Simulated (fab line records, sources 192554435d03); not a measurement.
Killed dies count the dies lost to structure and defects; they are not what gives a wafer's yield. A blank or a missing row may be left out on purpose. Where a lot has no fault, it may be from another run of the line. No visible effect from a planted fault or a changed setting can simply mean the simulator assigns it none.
The tool behind it: which one? / flow n5 finfet / 24 lots, 72 wafers sampled, at 5 steps of a route of 1938

## WHAT EACH GAUGE READ, for each wafer
N5_BEOL_M12_OCD_MEAS_35. Usual: trench depth nm reads 318 nm (standard deviation 4.5).
lot=L076; measured=day 10 20:20; on=ocd-02; trench depth nm (nm)=319 317 315; flag=
lot=L074; measured=day 10 23:07; on=ocd-01; trench depth nm (nm)=313 317 317; flag=
lot=L075; measured=day 11 10:50; on=ocd-01; trench depth nm (nm)=316 317 313; flag=
lot=L077; measured=day 11 11:02; on=ocd-01; trench depth nm (nm)=317 319 321; flag=
lot=L078; measured=day 11 15:28; on=ocd-01; trench depth nm (nm)=316 319 320; flag=
lot=L079; measured=day 12 00:05; on=ocd-01; trench depth nm (nm)=318 320 321; flag=
lot=L082; measured=day 12 14:00; on=ocd-02; trench depth nm (nm)=315 316 315; flag=
lot=L081; measured=day 12 16:04; on=ocd-01; trench depth nm (nm)=319 314 315; flag=
lot=L080; measured=day 13 00:40; on=ocd-02; trench depth nm (nm)=327 319 318; flag=
lot=L083; measured=day 13 02:13; on=ocd-01; trench depth nm (nm)=316 322 314; flag=
lot=L084; measured=day 13 06:46; on=ocd-01; trench depth nm (nm)=316 323 314; flag=
lot=L085; measured=day 13 13:08; on=ocd-02; trench depth nm (nm)=321 318 321; flag=
lot=L086; measured=day 14 06:19; on=ocd-01; trench depth nm (nm)=312 320 316; flag=
lot=L087; measured=day 14 08:10; on=ocd-01; trench depth nm (nm)=313 321 316; flag=
lot=L088; measured=day 14 11:05; on=ocd-01; trench depth nm (nm)=315 319 313; flag=
lot=L090; measured=day 14 13:10; on=ocd-02; trench depth nm (nm)=313 322 312; flag=
lot=L091; measured=day 14 22:12; on=ocd-01; trench depth nm (nm)=316 312 313; flag=
lot=L089; measured=day 15 01:50; on=ocd-01; trench depth nm (nm)=313 312 312; flag=
lot=L092; measured=day 15 09:32; on=ocd-01; trench depth nm (nm)=329 328 323; flag=
lot=L094; measured=day 15 13:26; on=ocd-01; trench depth nm (nm)=324 332 328; flag=
lot=L093; measured=day 15 19:29; on=ocd-01; trench depth nm (nm)=317 315 318; flag=
lot=L095; measured=day 16 03:49; on=ocd-01; trench depth nm (nm)=327 326 322; flag=
lot=L096; measured=day 16 19:14; on=ocd-02; trench depth nm (nm)=316 321 315; flag=
lot=L097; measured=day 16 22:08; on=ocd-02; trench depth nm (nm)=314 316 317; flag=

N5_BEOL_M13_CD_MEAS_17 targets a cd of 190 nm. Usual: cd nm reads 190.4 nm (standard deviation 1.3).
lot=L076; measured=day 11 02:11; on=cd sem-02; cd nm (nm)=188.5 189.4 190.3; flag=
lot=L074; measured=day 11 02:56; on=cd sem-01; cd nm (nm)=192.2 189.0 189.0; flag=
lot=L075; measured=day 11 14:19; on=cd sem-02; cd nm (nm)=189.5 188.8 190.4; flag=
lot=L077; measured=day 11 16:06; on=cd sem-02; cd nm (nm)=189.5 189.0 191.8; flag=
lot=L078; measured=day 11 18:57; on=cd sem-03; cd nm (nm)=193.5 193.2 190.0; flag=
lot=L079; measured=day 12 04:43; on=cd sem-03; cd nm (nm)=190.1 189.1 189.5; flag=
lot=L082; measured=day 12 18:28; on=cd sem-03; cd nm (nm)=188.7 189.0 190.7; flag=
lot=L081; measured=day 13 01:04; on=cd sem-01; cd nm (nm)=192.4 189.2 189.3; flag=
lot=L080; measured=day 13 06:10; on=cd sem-03; cd nm (nm)=188.6 191.2 190.1; flag=
lot=L083; measured=day 13 06:52; on=cd sem-01; cd nm (nm)=191.0 190.5 190.8; flag=
lot=L084; measured=day 13 09:28; on=cd sem-01; cd nm (nm)=191.3 192.3 190.2; flag=
lot=L085; measured=day 13 18:27; on=cd sem-01; cd nm (nm)=188.6 190.2 190.0; flag=
lot=L086; measured=day 14 10:10; on=cd sem-03; cd nm (nm)=193.3 191.0 191.8; flag=
lot=L087; measured=day 14 13:13; on=cd sem-01; cd nm (nm)=189.3 191.5 192.2; flag=
lot=L088; measured=day 14 16:35; on=cd sem-02; cd nm (nm)=189.9 188.8 190.4; flag=
lot=L090; measured=day 14 18:19; on=cd sem-03; cd nm (nm)=189.9 191.9 190.6; flag=
lot=L091; measured=day 15 02:48; on=cd sem-03; cd nm (nm)=192.0 189.3 189.7; flag=
lot=L089; measured=day 15 06:22; on=cd sem-02; cd nm (nm)=188.0 188.6 189.5; flag=
lot=L092; measured=day 15 14:53; on=cd sem-03; cd nm (nm)=192.1 192.7 191.1; flag=
lot=L094; measured=day 15 17:46; on=cd sem-03; cd nm (nm)=192.0 190.2 190.6; flag=
lot=L093; measured=day 15 23:30; on=cd sem-03; cd nm (nm)=189.6 189.0 187.6; flag=
lot=L095; measured=day 16 07:38; on=cd sem-02; cd nm (nm)=191.7 190.0 188.5; flag=
lot=L096; measured=day 16 23:39; on=cd sem-03; cd nm (nm)=191.6 188.9 192.5; flag=
lot=L097; measured=day 17 01:01; on=cd sem-02; cd nm (nm)=190.0 192.0 190.9; flag=

## EACH LOT AND THE TOOL THAT RAN IT (in order: tool; ch and the chambers of the sampled wafers; start)
lot=L076; N5_BEOL_M12_TRENCH_ETCH_34=rie diel-04 ch 0,1,2, day 10 20:10; N5_BEOL_M12_SPUTTER_43=pvd sputter-02, day 10 23:46; N5_BEOL_M12_SPUTTER_44=pvd sputter-02, day 10 23:50
lot=L074; N5_BEOL_M12_TRENCH_ETCH_34=rie diel-04 ch 0,2,3, day 10 22:58; N5_BEOL_M12_SPUTTER_43=pvd sputter-01, day 11 00:11; N5_BEOL_M12_SPUTTER_44=pvd sputter-01, day 11 00:16
lot=L075; N5_BEOL_M12_TRENCH_ETCH_34=rie diel-05 ch 0,2, day 11 10:40; N5_BEOL_M12_SPUTTER_43=pvd sputter-02, day 11 12:02; N5_BEOL_M12_SPUTTER_44=pvd sputter-02, day 11 12:07
lot=L077; N5_BEOL_M12_TRENCH_ETCH_34=rie diel-04 ch 0,1,3, day 11 10:52; N5_BEOL_M12_SPUTTER_43=pvd sputter-01, day 11 13:00; N5_BEOL_M12_SPUTTER_44=pvd sputter-01, day 11 13:05
lot=L078; N5_BEOL_M12_TRENCH_ETCH_34=rie diel-02 ch 0,1,2, day 11 15:19; N5_BEOL_M12_SPUTTER_43=pvd sputter-03, day 11 15:52; N5_BEOL_M12_SPUTTER_44=pvd sputter-03, day 11 15:57
lot=L079; N5_BEOL_M12_TRENCH_ETCH_34=rie diel-04 ch 0,3, day 11 23:56; N5_BEOL_M12_SPUTTER_43=pvd sputter-02, day 12 01:44; N5_BEOL_M12_SPUTTER_44=pvd sputter-02, day 12 01:49
lot=L082; N5_BEOL_M12_TRENCH_ETCH_34=rie diel-05 ch 0,2,3, day 12 13:50; N5_BEOL_M12_SPUTTER_43=pvd sputter-02, day 12 15:08; N5_BEOL_M12_SPUTTER_44=pvd sputter-02, day 12 15:13
lot=L081; N5_BEOL_M12_TRENCH_ETCH_34=rie diel-05 ch 2,3, day 12 15:54; N5_BEOL_M12_SPUTTER_43=pvd sputter-03, day 12 19:11; N5_BEOL_M12_SPUTTER_44=pvd sputter-03, day 12 19:16
lot=L080; N5_BEOL_M12_TRENCH_ETCH_34=rie diel-02 ch 1,2,3, day 13 00:31; N5_BEOL_M12_SPUTTER_43=pvd sputter-03, day 13 01:04; N5_BEOL_M12_SPUTTER_44=pvd sputter-03, day 13 01:08
lot=L083; N5_BEOL_M12_TRENCH_ETCH_34=rie diel-02 ch 1,2,3, day 13 02:04; N5_BEOL_M12_SPUTTER_43=pvd sputter-03, day 13 02:37; N5_BEOL_M12_SPUTTER_44=pvd sputter-03, day 13 02:41
lot=L084; N5_BEOL_M12_TRENCH_ETCH_34=rie diel-02 ch 1,2, day 13 06:37; N5_BEOL_M12_SPUTTER_43=pvd sputter-03, day 13 07:10; N5_BEOL_M12_SPUTTER_44=pvd sputter-03, day 13 07:15
lot=L085; N5_BEOL_M12_TRENCH_ETCH_34=rie diel-04 ch 2,3, day 13 12:59; N5_BEOL_M12_SPUTTER_43=pvd sputter-03, day 13 16:03; N5_BEOL_M12_SPUTTER_44=pvd sputter-03, day 13 16:08
lot=L086; N5_BEOL_M12_TRENCH_ETCH_34=rie diel-04 ch 0,1,2, day 14 06:10; N5_BEOL_M12_SPUTTER_43=pvd sputter-03, day 14 07:46; N5_BEOL_M12_SPUTTER_44=pvd sputter-03, day 14 07:51
lot=L087; N5_BEOL_M12_TRENCH_ETCH_34=rie diel-02 ch 0,1,2, day 14 08:01; N5_BEOL_M12_SPUTTER_43=pvd sputter-03, day 14 10:49; N5_BEOL_M12_SPUTTER_44=pvd sputter-03, day 14 10:53
lot=L088; N5_BEOL_M12_TRENCH_ETCH_34=rie diel-04 ch 0,3, day 14 10:56; N5_BEOL_M12_SPUTTER_43=pvd sputter-03, day 14 13:59; N5_BEOL_M12_SPUTTER_44=pvd sputter-03, day 14 14:04
lot=L090; N5_BEOL_M12_TRENCH_ETCH_34=rie diel-02 ch 0,1,3, day 14 13:00; N5_BEOL_M12_SPUTTER_43=pvd sputter-01, day 14 15:46; N5_BEOL_M12_SPUTTER_44=pvd sputter-01, day 14 15:50
lot=L091; N5_BEOL_M12_TRENCH_ETCH_34=rie diel-02 ch 2,3, day 14 22:03; N5_BEOL_M12_SPUTTER_43=pvd sputter-01, day 14 23:38; N5_BEOL_M12_SPUTTER_44=pvd sputter-01, day 14 23:43
lot=L089; N5_BEOL_M12_TRENCH_ETCH_34=rie diel-04 ch 1,2, day 15 01:41; N5_BEOL_M12_SPUTTER_43=pvd sputter-01, day 15 04:02; N5_BEOL_M12_SPUTTER_44=pvd sputter-01, day 15 04:07
lot=L092; N5_BEOL_M12_TRENCH_ETCH_34=rie diel-05 ch 0,1,3, day 15 09:23; N5_BEOL_M12_SPUTTER_43=pvd sputter-02, day 15 12:29; N5_BEOL_M12_SPUTTER_44=pvd sputter-02, day 15 12:34
lot=L094; N5_BEOL_M12_TRENCH_ETCH_34=rie diel-05 ch 0,1,3, day 15 13:17; N5_BEOL_M12_SPUTTER_43=pvd sputter-03, day 15 15:29; N5_BEOL_M12_SPUTTER_44=pvd sputter-03, day 15 15:34
lot=L093; N5_BEOL_M12_TRENCH_ETCH_34=rie diel-04 ch 0,1,3, day 15 19:20; N5_BEOL_M12_SPUTTER_43=pvd sputter-01, day 15 20:56; N5_BEOL_M12_SPUTTER_44=pvd sputter-01, day 15 21:01
lot=L095; N5_BEOL_M12_TRENCH_ETCH_34=rie diel-05 ch 1,2,3, day 16 03:40; N5_BEOL_M12_SPUTTER_43=pvd sputter-03, day 16 04:55; N5_BEOL_M12_SPUTTER_44=pvd sputter-03, day 16 04:59
lot=L096; N5_BEOL_M12_TRENCH_ETCH_34=rie diel-02 ch 0,1, day 16 19:05; N5_BEOL_M12_SPUTTER_43=pvd sputter-02, day 16 21:05; N5_BEOL_M12_SPUTTER_44=pvd sputter-02, day 16 21:10
lot=L097; N5_BEOL_M12_TRENCH_ETCH_34=rie diel-04 ch 0,3, day 16 21:59; N5_BEOL_M12_SPUTTER_43=pvd sputter-02, day 16 22:44; N5_BEOL_M12_SPUTTER_44=pvd sputter-02, day 16 22:49
- N5_BEOL_M12_TRENCH_ETCH_34: etches SiOC in C4F8/O2/Ar, target depth 318.95 nm, time 125.5 s.
- N5_BEOL_M12_SPUTTER_43: material TaN, target thk 15 nm, time 24.19 s.
- N5_BEOL_M12_SPUTTER_44: material Ta, target thk 10 nm, time 16.13 s.

## AS READ BY THE TOOLS THEMSELVES (means over the sampled wafers that have a number; for cases with no such wafer, the mark the record gives instead)
N5_BEOL_M12_TRENCH_ETCH_34. Usual: drypump motor current A 5.6 A, standard deviation 0.41; oes product au 0.79 a.u., standard deviation 0.077; rf vpp V 665.7 V, standard deviation 3; showerhead plenum p Torr 3.43 Torr, standard deviation 0.11; throttle valve pct 24.09 %, standard deviation 0.24.
lot=L076; tool=rie diel-04; drypump motor current A (A)=5.7; oes product au (a.u.)=0.78; rf vpp V (V)=665.4; showerhead plenum p Torr (Torr)=3.42; throttle valve pct (%)=24.06; flag=
lot=L074; tool=rie diel-04; drypump motor current A (A)=5.5; oes product au (a.u.)=0.77; rf vpp V (V)=667.4; showerhead plenum p Torr (Torr)=3.52; throttle valve pct (%)=24.18; flag=
lot=L075; tool=rie diel-05; drypump motor current A (A)=5.7; oes product au (a.u.)=0.73; rf vpp V (V)=668.5; showerhead plenum p Torr (Torr)=3.52; throttle valve pct (%)=23.82; flag=
lot=L077; tool=rie diel-04; drypump motor current A (A)=5.4; oes product au (a.u.)=0.82; rf vpp V (V)=666.8; showerhead plenum p Torr (Torr)=3.44; throttle valve pct (%)=23.92; flag=
lot=L078; tool=rie diel-02; drypump motor current A (A)=5.8; oes product au (a.u.)=0.79; rf vpp V (V)=664.7; showerhead plenum p Torr (Torr)=3.39; throttle valve pct (%)=24.11; flag=
lot=L079; tool=rie diel-04; drypump motor current A (A)=5.6; oes product au (a.u.)=0.78; rf vpp V (V)=666.0; showerhead plenum p Torr (Torr)=3.46; throttle valve pct (%)=24.04; flag=
lot=L082; tool=rie diel-05; drypump motor current A (A)=5.7; oes product au (a.u.)=0.72; rf vpp V (V)=666.5; showerhead plenum p Torr (Torr)=3.47; throttle valve pct (%)=23.93; flag=
lot=L081; tool=rie diel-05; drypump motor current A (A)=5.7; oes product au (a.u.)=0.68; rf vpp V (V)=665.8; showerhead plenum p Torr (Torr)=3.41; throttle valve pct (%)=23.98; flag=
lot=L080; tool=rie diel-02; drypump motor current A (A)=5.8; oes product au (a.u.)=0.81; rf vpp V (V)=662.9; showerhead plenum p Torr (Torr)=3.36; throttle valve pct (%)=24.25; flag=
lot=L083; tool=rie diel-02; drypump motor current A (A)=5.8; oes product au (a.u.)=0.80; rf vpp V (V)=663.4; showerhead plenum p Torr (Torr)=3.36; throttle valve pct (%)=24.24; flag=
lot=L084; tool=rie diel-02; drypump motor current A (A)=6.2; oes product au (a.u.)=0.76; rf vpp V (V)=663.3; showerhead plenum p Torr (Torr)=3.33; throttle valve pct (%)=24.16; flag=
lot=L085; tool=rie diel-04; drypump motor current A (A)=5.5; oes product au (a.u.)=0.76; rf vpp V (V)=669.2; showerhead plenum p Torr (Torr)=3.55; throttle valve pct (%)=24.36; flag=
lot=L086; tool=rie diel-04; drypump motor current A (A)=5.7; oes product au (a.u.)=0.75; rf vpp V (V)=665.1; showerhead plenum p Torr (Torr)=3.41; throttle valve pct (%)=24.10; flag=
lot=L087; tool=rie diel-02; drypump motor current A (A)=5.8; oes product au (a.u.)=0.77; rf vpp V (V)=663.9; showerhead plenum p Torr (Torr)=3.38; throttle valve pct (%)=24.14; flag=
lot=L088; tool=rie diel-04; drypump motor current A (A)=5.3; oes product au (a.u.)=0.79; rf vpp V (V)=668.1; showerhead plenum p Torr (Torr)=3.52; throttle valve pct (%)=24.07; flag=
lot=L090; tool=rie diel-02; drypump motor current A (A)=5.4; oes product au (a.u.)=0.80; rf vpp V (V)=664.4; showerhead plenum p Torr (Torr)=3.41; throttle valve pct (%)=24.23; flag=
lot=L091; tool=rie diel-02; drypump motor current A (A)=5.9; oes product au (a.u.)=0.78; rf vpp V (V)=662.2; showerhead plenum p Torr (Torr)=3.31; throttle valve pct (%)=24.29; flag=
lot=L089; tool=rie diel-04; drypump motor current A (A)=5.6; oes product au (a.u.)=0.73; rf vpp V (V)=666.4; showerhead plenum p Torr (Torr)=3.45; throttle valve pct (%)=24.25; flag=
lot=L092; tool=rie diel-05; drypump motor current A (A)=5.6; oes product au (a.u.)=0.87; rf vpp V (V)=665.5; showerhead plenum p Torr (Torr)=3.41; throttle valve pct (%)=23.96; flag=
lot=L094; tool=rie diel-05; drypump motor current A (A)=5.6; oes product au (a.u.)=0.87; rf vpp V (V)=665.8; showerhead plenum p Torr (Torr)=3.40; throttle valve pct (%)=23.95; flag=
lot=L093; tool=rie diel-04; drypump motor current A (A)=5.4; oes product au (a.u.)=0.78; rf vpp V (V)=666.5; showerhead plenum p Torr (Torr)=3.43; throttle valve pct (%)=23.96; flag=
lot=L095; tool=rie diel-05; drypump motor current A (A)=5.6; oes product au (a.u.)=0.92; rf vpp V (V)=664.9; showerhead plenum p Torr (Torr)=3.39; throttle valve pct (%)=23.81; flag=
lot=L096; tool=rie diel-02; drypump motor current A (A)=5.4; oes product au (a.u.)=0.75; rf vpp V (V)=665.8; showerhead plenum p Torr (Torr)=3.42; throttle valve pct (%)=24.13; flag=
lot=L097; tool=rie diel-04; drypump motor current A (A)=5.3; oes product au (a.u.)=0.77; rf vpp V (V)=667.9; showerhead plenum p Torr (Torr)=3.51; throttle valve pct (%)=24.09; flag=

N5_BEOL_M12_SPUTTER_43. Usual: throttle valve pct reads 29.4 % (standard deviation 1.1).
lot=L076; tool=pvd sputter-02; throttle valve pct (%)=29.8; flag=
lot=L074; tool=pvd sputter-01; throttle valve pct (%)=29.1; flag=
lot=L075; tool=pvd sputter-02; throttle valve pct (%)=30.0; flag=
lot=L077; tool=pvd sputter-01; throttle valve pct (%)=28.8; flag=
lot=L078; tool=pvd sputter-03; throttle valve pct (%)=29.4; flag=
lot=L079; tool=pvd sputter-02; throttle valve pct (%)=30.5; flag=
lot=L082; tool=pvd sputter-02; throttle valve pct (%)=29.5; flag=
lot=L081; tool=pvd sputter-03; throttle valve pct (%)=28.7; flag=
lot=L080; tool=pvd sputter-03; throttle valve pct (%)=29.3; flag=
lot=L083; tool=pvd sputter-03; throttle valve pct (%)=29.6; flag=
lot=L084; tool=pvd sputter-03; throttle valve pct (%)=29.3; flag=
lot=L085; tool=pvd sputter-03; throttle valve pct (%)=29.4; flag=
lot=L086; tool=pvd sputter-03; throttle valve pct (%)=29.4; flag=
lot=L087; tool=pvd sputter-03; throttle valve pct (%)=28.8; flag=
lot=L088; tool=pvd sputter-03; throttle valve pct (%)=29.6; flag=
lot=L090; tool=pvd sputter-01; throttle valve pct (%)=28.8; flag=
lot=L091; tool=pvd sputter-01; throttle valve pct (%)=29.1; flag=
lot=L089; tool=pvd sputter-01; throttle valve pct (%)=28.8; flag=
lot=L092; tool=pvd sputter-02; throttle valve pct (%)=29.6; flag=
lot=L094; tool=pvd sputter-03; throttle valve pct (%)=29.3; flag=
lot=L093; tool=pvd sputter-01; throttle valve pct (%)=29.1; flag=
lot=L095; tool=pvd sputter-03; throttle valve pct (%)=29.3; flag=
lot=L096; tool=pvd sputter-02; throttle valve pct (%)=30.0; flag=
lot=L097; tool=pvd sputter-02; throttle valve pct (%)=29.9; flag=

N5_BEOL_M12_SPUTTER_44. Usual: throttle valve pct reads 29.4 % (standard deviation 1.1).
lot=L076; tool=pvd sputter-02; throttle valve pct (%)=29.8; flag=
lot=L074; tool=pvd sputter-01; throttle valve pct (%)=29.0; flag=
lot=L075; tool=pvd sputter-02; throttle valve pct (%)=29.8; flag=
lot=L077; tool=pvd sputter-01; throttle valve pct (%)=28.7; flag=
lot=L078; tool=pvd sputter-03; throttle valve pct (%)=29.4; flag=
lot=L079; tool=pvd sputter-02; throttle valve pct (%)=30.6; flag=
lot=L082; tool=pvd sputter-02; throttle valve pct (%)=29.8; flag=
lot=L081; tool=pvd sputter-03; throttle valve pct (%)=28.6; flag=
lot=L080; tool=pvd sputter-03; throttle valve pct (%)=29.5; flag=
lot=L083; tool=pvd sputter-03; throttle valve pct (%)=29.4; flag=
lot=L084; tool=pvd sputter-03; throttle valve pct (%)=29.4; flag=
lot=L085; tool=pvd sputter-03; throttle valve pct (%)=29.5; flag=
lot=L086; tool=pvd sputter-03; throttle valve pct (%)=29.4; flag=
lot=L087; tool=pvd sputter-03; throttle valve pct (%)=28.7; flag=
lot=L088; tool=pvd sputter-03; throttle valve pct (%)=29.5; flag=
lot=L090; tool=pvd sputter-01; throttle valve pct (%)=28.5; flag=
lot=L091; tool=pvd sputter-01; throttle valve pct (%)=29.1; flag=
lot=L089; tool=pvd sputter-01; throttle valve pct (%)=28.7; flag=
lot=L092; tool=pvd sputter-02; throttle valve pct (%)=30.0; flag=
lot=L094; tool=pvd sputter-03; throttle valve pct (%)=29.4; flag=
lot=L093; tool=pvd sputter-01; throttle valve pct (%)=29.1; flag=
lot=L095; tool=pvd sputter-03; throttle valve pct (%)=29.4; flag=
lot=L096; tool=pvd sputter-02; throttle valve pct (%)=29.9; flag=
lot=L097; tool=pvd sputter-02; throttle valve pct (%)=29.7; flag=

## THE ANSWER, worked out from the rows above alone
Rule: take the mean of a lot's wafers that have a number; if it is more than 3 standard deviations from the usual mean, the lot is off. Also off: a lot with no number at a reading for which 4 or more lots have one. All remaining lots with rows at the step are treated as sound. Order of review: gauges by route order, followed by the tools' own readings, for which a lot's mean as printed above is used. The first step at which some lot is off is used, and at that step the reading that is off furthest; a lot without a number counts as furthest.
No lot is off on any of the readings shown, so nothing can be concluded from this.

## WHAT THE SIMULATOR HAD PUT IN
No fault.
